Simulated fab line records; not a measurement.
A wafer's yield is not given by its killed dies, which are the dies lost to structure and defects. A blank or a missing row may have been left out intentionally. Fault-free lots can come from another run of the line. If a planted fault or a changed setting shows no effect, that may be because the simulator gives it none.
fab line records    flow nand-harc
record: lots: 6  wafers: 18  last-day: 25
route steps=1159 shown A_SOURCE_PLATE@416 A_ONON_D1@424 END@1159
lots with no fault: from the same line, run without faults
start-h: the number of hours between the record's first day and the start of the first shown wafer of the lot    wait-h: hours elapsed since this lot's preceding step    " repeats the value in the row above    L1.1+2: a row that stands for several wafers    - no value present, or no start provided    * or withheld: withheld    < > ~ a bound
route shown NAME@n: names a module that has steps shown in the file, with the first one's number in the route    usual: mean and standard deviation over wafers with no fault    same: alike in all rows    chamber/n: place in a boat    sites: each site's reading    _std_site: the standard deviation of these    _edge_site: the outer-site mean with the inner-site mean subtracted    radius-mm: how far each site lies from the wafer's centre    mask NAME#n: copy n    behind: the last tool/chamber to shape the wafer    hold: reason for holding the lot/hours on hold/outcome of the hold    device: names the non-switching transistor (n, p or np)    end of line: tests of these same wafers at the route's end    for a step that has no rows: nothing shown but its recipe    killed: count of dies lost to structure and defects at first sort (not the wafer's yield)    map: per-die view of a wafer (x killed, . not killed, _ where there is no die)
set.NAME: the setting the step ran with; set.NAME@STEP: the setting that earlier step ran with    model.NAME: the simulator's own value behind a step, which no gauge read
certain route steps with their lots: each step a table, each wafer a row
services: from which hour (start-h, from the record's first day; less than 0 if before it) a tool's chamber was out of use, for how many hours, and why
== steps ==
step: NHARC_A_SOURCE_PLATE_THK_MEAS_09
recipe: thk-meas-gauge: ellipsometry
usual: thk-nm: 9.6/1
lot.wafer  tool           chamber  start-h  wait-h  thk-nm
L237.1     film-metro-01  -        176.50   0.4     10.8
L237.2     "              -        "        "       8.9
L237.6     "              -        "        "       8.8
L241.2     film-metro-02  -        208.65   0.4     9.9
L241.3     "              -        "        "       7.9
L241.6     "              -        "        "       9.2
L248.1     film-metro-01  -        240.82   0.4     9.7
L248.5     "              -        "        "       8.6
L248.6     "              -        "        "       8.7
L249.1     film-metro-02  -        240.82   0.4     8.6
L249.2     "              -        "        "       10.3
L249.5     "              -        "        "       10.6
L254.2     film-metro-01  -        274.41   0.4     11.8
L254.3     "              -        "        "       9.6
L254.5     "              -        "        "       10.5
L253.2     film-metro-01  -        281.10   0.4     8.4
L253.4     "              -        "        "       11.2
L253.6     "              -        "        "       11.2
step: NHARC_A_SOURCE_PLATE_PVD_04
recipe: target-thk-a: 500  material: WSi2
step: NHARC_A_SOURCE_PLATE_CVD_03
recipe: target-thk-a: 2000  temp-c: 620  pressure-mtorr: 200  time-s: 4000  material: poly-Si
step: NHARC_A_SOURCE_PLATE_ANNEAL_05
recipe: temp-c: 850  time-s: 1800
step: NHARC_A_SOURCE_PLATE_THK_MEAS_06
recipe: thk-meas-gauge: ellipsometry
usual: thk-nm: 200.1/2.6
lot.wafer  tool           chamber  start-h  wait-h  thk-nm
L237.1     film-metro-01  -        189.82   0.4     199.2
L237.2     "              -        "        "       199.2
L237.6     "              -        "        "       200.1
L241.2     film-metro-02  -        223.67   0.4     199.2
L241.3     "              -        "        "       203.2
L241.6     "              -        "        "       202.3
L248.1     film-metro-01  -        254.01   0.4     199.5
L248.5     "              -        "        "       198.9
L248.6     "              -        "        "       201.2
L249.1     film-metro-02  -        254.01   0.4     201.2
L249.2     "              -        "        "       201.8
L249.5     "              -        "        "       202.0
L254.2     film-metro-01  -        287.60   0.4     198.7
L254.3     "              -        "        "       198.7
L254.5     "              -        "        "       201.4
L253.2     film-metro-02  -        294.93   0.4     195.4
L253.4     "              -        "        "       197.1
L253.6     "              -        "        "       196.2
step: NHARC_A_SOURCE_PLATE_INSPECT_08
usual: raw-defect-count: 60/22
lot.wafer  tool               chamber  start-h  wait-h  raw-defect-count
L237.1     defect-inspect-02  -        189.91   0.0     29
L237.2     "                  -        "        "       44
L237.6     "                  -        "        "       35
L241.2     defect-inspect-02  -        223.73   0.0     54
L241.3     "                  -        "        "       65
L241.6     "                  -        "        "       62
L249.1     defect-inspect-02  -        254.07   0.0     33
L249.2     "                  -        "        "       78
L249.5     "                  -        "        "       90
L248.1     defect-inspect-01  -        254.07   0.0     31
L248.5     "                  -        "        "       51
L248.6     "                  -        "        "       34
L254.2     defect-inspect-02  -        287.66   0.0     67
L254.3     "                  -        "        "       118
L254.5     "                  -        "        "       80
L253.2     defect-inspect-01  -        294.99   0.0     19
L253.4     "                  -        "        "       37
L253.6     "                  -        "        "       35
step: NHARC_A_ONON_D1_DEP_00
recipe: target-thk-a: 10000  n2-flow-sccm: 2750  n2o-flow-sccm: 2000  nh3-flow-sccm: 500  sih4-flow-sccm: 210  temp-c: 400
step: NHARC_A_ONON_D1_THK_MEAS_02
recipe: thk-meas-gauge: ellipsometry
usual: thk-nm: 1002/9.7
lot.wafer  tool           chamber  start-h  wait-h  thk-nm
L237.1     film-metro-02  -        190.51   -       1006
L237.2     "              -        "        "       1007
L237.6     "              -        "        "       1004
L241.2     film-metro-01  -        224.31   -       993
L241.3     "              -        "        "       994
L241.6     "              -        "        "       994
L249.1     film-metro-02  -        254.65   -       999
L249.2     "              -        "        "       997
L249.5     "              -        "        "       999
L248.1     film-metro-01  -        254.65   -       1004
L248.5     "              -        "        "       1004
L248.6     "              -        "        "       1003
L254.2     film-metro-02  -        288.25   -       994
L254.3     "              -        "        "       993
L254.5     "              -        "        "       992
L253.2     film-metro-01  -        295.57   -       998
L253.4     "              -        "        "       998
L253.6     "              -        "        "       998
step: NHARC_A_ONON_D1_DEP_03
recipe: target-thk-a: 10000  n2-flow-sccm: 2750  n2o-flow-sccm: 2000  nh3-flow-sccm: 500  sih4-flow-sccm: 210  temp-c: 400
step: NHARC_A_ONON_D1_THK_MEAS_05
recipe: thk-meas-gauge: ellipsometry
usual: thk-nm: 999/7.9
lot.wafer  tool           chamber  start-h  wait-h  thk-nm
L237.1     film-metro-02  -        191.08   -       998
L237.2     "              -        "        "       997
L237.6     "              -        "        "       997
L241.2     film-metro-02  -        224.87   -       1002
L241.3     "              -        "        "       1002
L241.6     "              -        "        "       1002
L249.1     film-metro-01  -        255.21   -       1004
L249.2     "              -        "        "       1004
L249.5     "              -        "        "       1001
L248.1     film-metro-02  -        255.21   -       997
L248.5     "              -        "        "       999
L248.6     "              -        "        "       998
L254.2     film-metro-01  -        288.82   -       992
L254.3     "              -        "        "       990
L254.5     "              -        "        "       991
L253.2     film-metro-01  -        296.13   -       1003
L253.4     "              -        "        "       1003
L253.6     "              -        "        "       1005
step: NHARC_A_ONON_D1_DEP_06
recipe: target-thk-a: 10000  n2-flow-sccm: 2750  n2o-flow-sccm: 2000  nh3-flow-sccm: 500  sih4-flow-sccm: 210  temp-c: 400
usual: n2-flow-sccm: 2751/9.3  n2o-flow-sccm: 2002/6.2
lot.wafer  tool           chamber  start-h  wait-h  n2-flow-sccm  n2o-flow-sccm
L237.1     pecvd-onon-04  0        191.14   0.1     2747          1992
L237.2     "              0        "        "       2744          1994
L237.6     "              0        "        "       2762          2002
L241.2     pecvd-onon-02  0        224.99   0.1     2741          2001
L241.3     "              0        "        "       2748          1993
L241.6     "              0        "        "       2742          2003
L249.1     pecvd-onon-02  -        255.26   0.1     -             -
L249.2     "              -        "        "       -             -
L249.5     "              -        "        "       -             -
L248.1     pecvd-onon-03  -        255.27   0.1     -             -
L248.5     "              -        "        "       -             -
L248.6     "              -        "        "       -             -
L254.2     pecvd-onon-03  0        288.94   0.1     2770          2001
L254.3     "              0        "        "       2748          1998
L254.5     "              0        "        "       2748          1998
L253.2     pecvd-onon-03  0        296.25   0.1     2755          1999
L253.4     "              0        "        "       2746          2008
L253.6     "              0        "        "       2743          2000
step: NHARC_END_SORT_01
recipe: temp-c: 25
usual: killed-at-array: 27/11  killed-at-other: 0.7/1.1  killed-at-periphery: 3.4/2.1  killed-dies: 31/12  killed-open: 3.6/2  killed-short: 2.0/1.3
same: gross-dies: 677
lot.wafer  tool       chamber  start-h  wait-h  killed-at-array  killed-at-other  killed-at-periphery  killed-dies  killed-open  killed-short
L249.1     prober-02  0        532.62   2.5     676              1                0                    677          3            2
L249.2     prober-02  0        533.41   2.8     671              1                5                    677          5            3
L249.5     prober-02  0        535.80   3.7     672              0                5                    677          6            3
L248.1     prober-01  0        554.25   2.5     669              1                7                    677          3            2
L248.5     prober-01  0        557.48   3.7     673              2                2                    677          2            4
L248.6     prober-01  0        558.29   4.0     673              2                2                    677          4            5
killed by level:class
L249.1 A_ONON_D1:area-dep=662 A_SLIT:chamber-film-flake=8 A_BLC:geometric-particle:open=2 A_CHANNEL_HOLE_D1:chamber-film-flake=2 A_CHANNEL_FILL_D1:geometric-particle:short=1 A_M0:geometric-particle:short=1 STARTING-WAFER:geometric-particle:open=1
L249.2 A_ONON_D1:area-dep=655 A_SLIT:chamber-film-flake=8 P_CONTACT:geometric-particle:open=2 A_CHANNEL_HOLE_D1:chamber-film-flake=2 A_CONTACT:chamber-film-flake=2 P_GATE:geometric-particle:short=1 A_CHANNEL_FILL_D1:geometric-particle:short=1 A_WL_FILL:geometric-particle:short=1
L249.5 A_ONON_D1:area-dep=657 A_SLIT:chamber-film-flake=4 A_CHANNEL_HOLE_D1:chamber-film-flake=3 A_CONTACT:geometric-particle:short=2 P_STI:chamber-film-flake=2 P_CONTACT:geometric-particle:open=1 P_M0:geometric-particle:open=1 A_SOURCE_PLATE:geometric-particle:open=1
L248.1 A_ONON_D1:area-dep=615 A_CHANNEL_HOLE_D1:chamber-film-flake=25 A_SLIT:chamber-film-flake=13 A_STAIRCASE:chamber-film-flake=8 P_ZERO_WELL:chamber-film-flake=5 A_CONTACT:chamber-film-flake=5 P_GATE:geometric-particle:open=1 P_GATE:geometric-particle:short=1
L248.5 A_ONON_D1:area-dep=625 A_CHANNEL_HOLE_D1:chamber-film-flake=26 A_SLIT:chamber-film-flake=7 A_STAIRCASE:chamber-film-flake=5 A_CONTACT:chamber-film-flake=5 THIN_TSV:chamber-film-flake=2 P_CONTACT:geometric-particle:short=1 P_M2:geometric-particle:open=1
L248.6 A_ONON_D1:area-dep=624 A_CHANNEL_HOLE_D1:chamber-film-flake=24 A_STAIRCASE:chamber-film-flake=7 A_SLIT:chamber-film-flake=7 A_CONTACT:chamber-film-flake=4 THIN_TSV:chamber-film-flake=2 P_STI:geometric-particle:short=1 P_M0:geometric-particle:open=1
map L248.1 (x killed, . not)
____________x____________
_________xxxxxxx_________
_______xxxxxxxxxxx_______
______xxxxxxxxxxxxx______
_____xxxxxxxxxxxxxxx_____
____xxxxxxxxxxxxxxxxx____
____xxxxxxxxxxxxxxxxx____
___xxxxxxxxxxxxxxxxxxx___
___xxxxxxxxxxxxxxxxxxx___
__xxxxxxxxxxxxxxxxxxxxx__
__xxxxxxxxxxxxxxxxxxxxx__
_xxxxxxxxxxxxxxxxxxxxxxx_
_xxxxxxxxxxxxxxxxxxxxxxx_
_xxxxxxxxxxxxxxxxxxxxxxx_
_xxxxxxxxxxxxxxxxxxxxxxx_
_xxxxxxxxxxxxxxxxxxxxxxx_
xxxxxxxxxxxxxxxxxxxxxxxxx
xxxxxxxxxxxxxxxxxxxxxxxxx
xxxxxxxxxxxxxxxxxxxxxxxxx
xxxxxxxxxxxxxxxxxxxxxxxxx
xxxxxxxxxxxxxxxxxxxxxxxxx
_xxxxxxxxxxxxxxxxxxxxxxx_
_xxxxxxxxxxxxxxxxxxxxxxx_
_xxxxxxxxxxxxxxxxxxxxxxx_
_xxxxxxxxxxxxxxxxxxxxxxx_
_xxxxxxxxxxxxxxxxxxxxxxx_
__xxxxxxxxxxxxxxxxxxxxx__
__xxxxxxxxxxxxxxxxxxxxx__
___xxxxxxxxxxxxxxxxxxx___
___xxxxxxxxxxxxxxxxxxx___
____xxxxxxxxxxxxxxxxx____
____xxxxxxxxxxxxxxxxx____
_____xxxxxxxxxxxxxxx_____
______xxxxxxxxxxxxx______
_______xxxxxxxxxxx_______
_________xxxxxxx_________
____________x____________
map L249.1 (x killed, . not)
____________x____________
_________xxxxxxx_________
_______xxxxxxxxxxx_______
______xxxxxxxxxxxxx______
_____xxxxxxxxxxxxxxx_____
____xxxxxxxxxxxxxxxxx____
____xxxxxxxxxxxxxxxxx____
___xxxxxxxxxxxxxxxxxxx___
___xxxxxxxxxxxxxxxxxxx___
__xxxxxxxxxxxxxxxxxxxxx__
__xxxxxxxxxxxxxxxxxxxxx__
_xxxxxxxxxxxxxxxxxxxxxxx_
_xxxxxxxxxxxxxxxxxxxxxxx_
_xxxxxxxxxxxxxxxxxxxxxxx_
_xxxxxxxxxxxxxxxxxxxxxxx_
_xxxxxxxxxxxxxxxxxxxxxxx_
xxxxxxxxxxxxxxxxxxxxxxxxx
xxxxxxxxxxxxxxxxxxxxxxxxx
xxxxxxxxxxxxxxxxxxxxxxxxx
xxxxxxxxxxxxxxxxxxxxxxxxx
xxxxxxxxxxxxxxxxxxxxxxxxx
_xxxxxxxxxxxxxxxxxxxxxxx_
_xxxxxxxxxxxxxxxxxxxxxxx_
_xxxxxxxxxxxxxxxxxxxxxxx_
_xxxxxxxxxxxxxxxxxxxxxxx_
_xxxxxxxxxxxxxxxxxxxxxxx_
__xxxxxxxxxxxxxxxxxxxxx__
__xxxxxxxxxxxxxxxxxxxxx__
___xxxxxxxxxxxxxxxxxxx___
___xxxxxxxxxxxxxxxxxxx___
____xxxxxxxxxxxxxxxxx____
____xxxxxxxxxxxxxxxxx____
_____xxxxxxxxxxxxxxx_____
______xxxxxxxxxxxxx______
_______xxxxxxxxxxx_______
_________xxxxxxx_________
____________x____________
== services ==
tool           chamber  start-h  hours  kind
pecvd-onon-04  -        237.67   13.0   pm
pecvd-onon-04  -        270.50   3.1    repair
pecvd-onon-02  -        292.00   13.0   pm
== key ==
first-sign: step: NHARC_A_ONON_D1_DEP_06  reading: tool-record  direction: missing
effect: step: NHARC_END_SORT_01  reading: killed-at-array  direction: up  sigmas: 57  usual: 27  struck: 672
more-kills-born-at: NHARC_A_ONON_D1_DEP_06@pecvd-onon-02: 1974  NHARC_A_ONON_D1_DEP_06@pecvd-onon-03: 1864
met-at NHARC_A_ONON_D1_DEP_06
struck-wafers L248.1,L248.5,L248.6,L249.1,L249.2,L249.5
later-rows-left-out L248.1,L248.5,L248.6,L249.1,L249.2,L249.5
tester-left-out L248,L249
onset-between 224.99 255.26
fault: kind: skipped-step-whole  tool: pecvd-onon-02,pecvd-onon-03  chamber: -  onset-h: 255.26  steps: NHARC_A_ONON_D1_DEP_06  scope: struck-lots-only
tester-left-out: of these lots the tester's yield and bins aren't shown, on N5 and GAA mostly nor the transistor test; their killed dies are dies lost to structure and defects alone, not to doping, threshold or leakage, so they don't give the yield
later-rows-left-out: the simulator's readings of these wafers behind a module that went badly wrong aren't trusted and aren't shown, but for the sort
